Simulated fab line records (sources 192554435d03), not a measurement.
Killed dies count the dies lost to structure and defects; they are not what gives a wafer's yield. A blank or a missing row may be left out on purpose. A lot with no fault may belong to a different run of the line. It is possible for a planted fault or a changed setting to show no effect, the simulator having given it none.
Matching of chambers || flow n5Finfet || N5_BEOL_M10_CURE_72 on uvCure-01 has 3 sister chambers
The step cures SiCOH lowk, time 120 s. 6 wafers are shown with their chamber, then 10 later ones without.

EACH WAFER AND ITS CHAMBER
{"wafer": "L085.5", "chamber": 1, "wafer_temp_C_max": 371.6, "lampPowerPct (%)": 52.32}
{"wafer": "L085.6", "chamber": 1, "wafer_temp_C_max": 372.2, "lampPowerPct (%)": 52.38}
{"wafer": "L086.4", "chamber": 0, "wafer_temp_C_max": 371.0, "lampPowerPct (%)": 52.33}
{"wafer": "L086.5", "chamber": 0, "wafer_temp_C_max": 371.1, "lampPowerPct (%)": 52.30}
{"wafer": "L091.1", "chamber": 2, "wafer_temp_C_max": 371.0, "lampPowerPct (%)": 52.24}
{"wafer": "L091.4", "chamber": 2, "wafer_temp_C_max": 371.0, "lampPowerPct (%)": 52.24}

WAFERS WITHOUT THEIR CHAMBER
{"wafer": "L091.6", "wafer_temp_C_max": 370.9, "lampPowerPct (%)": 52.40}
{"wafer": "L090.1", "wafer_temp_C_max": 372.4, "lampPowerPct (%)": 52.38}
{"wafer": "L090.3", "wafer_temp_C_max": 371.6, "lampPowerPct (%)": 52.33}
{"wafer": "L090.6", "wafer_temp_C_max": 372.4, "lampPowerPct (%)": 52.32}
{"wafer": "L089.2", "wafer_temp_C_max": 371.5, "lampPowerPct (%)": 52.25}
{"wafer": "L089.3", "wafer_temp_C_max": 371.1, "lampPowerPct (%)": 52.35}
{"wafer": "L089.5", "wafer_temp_C_max": 370.8, "lampPowerPct (%)": 52.36}
{"wafer": "L095.2", "wafer_temp_C_max": 370.6, "lampPowerPct (%)": 52.37}
{"wafer": "L095.4", "wafer_temp_C_max": 370.7, "lampPowerPct (%)": 52.35}
{"wafer": "L095.5", "wafer_temp_C_max": 371.0, "lampPowerPct (%)": 52.25}

EACH ONE'S CHAMBER
{"wafer": "L091.6", "from the rows above": "can't be placed: 0 or 1", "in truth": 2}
{"wafer": "L090.1", "from the rows above": 1, "in truth": 1}
{"wafer": "L090.3", "from the rows above": "can't be placed: 1 or 0", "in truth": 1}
{"wafer": "L090.6", "from the rows above": 1, "in truth": 1}
{"wafer": "L089.2", "from the rows above": "can't be placed: 2 or 0 or 1", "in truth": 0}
{"wafer": "L089.3", "from the rows above": "can't be placed: 0 or 1", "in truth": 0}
{"wafer": "L089.5", "from the rows above": 0, "in truth": 0}
{"wafer": "L095.2", "from the rows above": 0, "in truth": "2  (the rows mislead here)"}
{"wafer": "L095.4", "from the rows above": 0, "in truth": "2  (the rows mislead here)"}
{"wafer": "L095.5", "from the rows above": 2, "in truth": 2}
Correctly placed: 4 of 10. Cannot be placed on the basis of these rows: 4; the candidates contain the true chamber in 3. Wrongly placed: 2.
How it was worked out, from the rows above alone: a wafer's distance from a chamber is the root of the sum, over the readings, of the square of ((its reading less the chamber's mean) divided by the reading's scatter). If the next closest chamber is less than 2 further off than the closest, the wafer can't be placed; otherwise it belongs to the closest. A chamber's mean is the mean of its shown wafers. The scatter is the square root of a quotient: the sum, over the shown wafers, of each reading's squared deviation from its chamber's mean, divided by wafers minus chambers.
